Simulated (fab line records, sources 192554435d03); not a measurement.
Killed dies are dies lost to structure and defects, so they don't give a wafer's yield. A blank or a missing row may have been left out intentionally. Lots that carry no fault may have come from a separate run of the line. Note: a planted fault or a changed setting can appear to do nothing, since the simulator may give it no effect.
Matching of chambers ; flow n5 finfet ; pecvd-01 running N5_BEOL_M10_PECVD_70: 3 sister chambers
The step deposits SiO2 from TEOS/O2, target thk 20 nm, time 22.7 s. 6 wafers are shown with their chamber, then 7 later ones without.

WAFERS WITH THEIR CHAMBER
wafer;chamber;showerhead plenum p Torr (Torr);throttle valve pct (%)
L082.3;2;8.83;23.5
L082.6;1;8.83;22.7
L088.4;0;8.91;24.4
L088.5;2;8.83;23.7
L094.2;0;8.91;24.3
L094.4;1;8.84;22.5

WAFERS WHOSE CHAMBER IS MISSING
wafer;showerhead plenum p Torr (Torr);throttle valve pct (%)
L094.6;8.93;24.5
L097.1;8.92;24.4
L097.2;8.85;22.4
L097.3;8.84;23.6
L097.4;8.91;24.5
L097.5;8.83;22.7
L097.6;8.84;23.9

THE CHAMBER EACH PASSED THROUGH
wafer;from the rows above;in truth
L094.6;0;0
L097.1;0;0
L097.2;1;1
L097.3;2;2
L097.4;0;0
L097.5;1;1
L097.6;2;2
Correct placement for 7 of the 7. Can't be placed from these rows: 0. Wrongly placed: 0.
How it was worked out, from the rows above alone: a wafer's distance from a chamber is the root of the sum, over the readings, of the square of ((its reading less the chamber's mean) divided by the reading's scatter). The wafer belongs to the nearest chamber; if the next one is less than 2 further off, it can't be placed. The mean given for a chamber averages the wafers shown for that chamber. How the scatter is found: for the shown wafers, subtract from each reading the mean of its chamber, square and add these, divide the total by (wafers less chambers), then take the root.
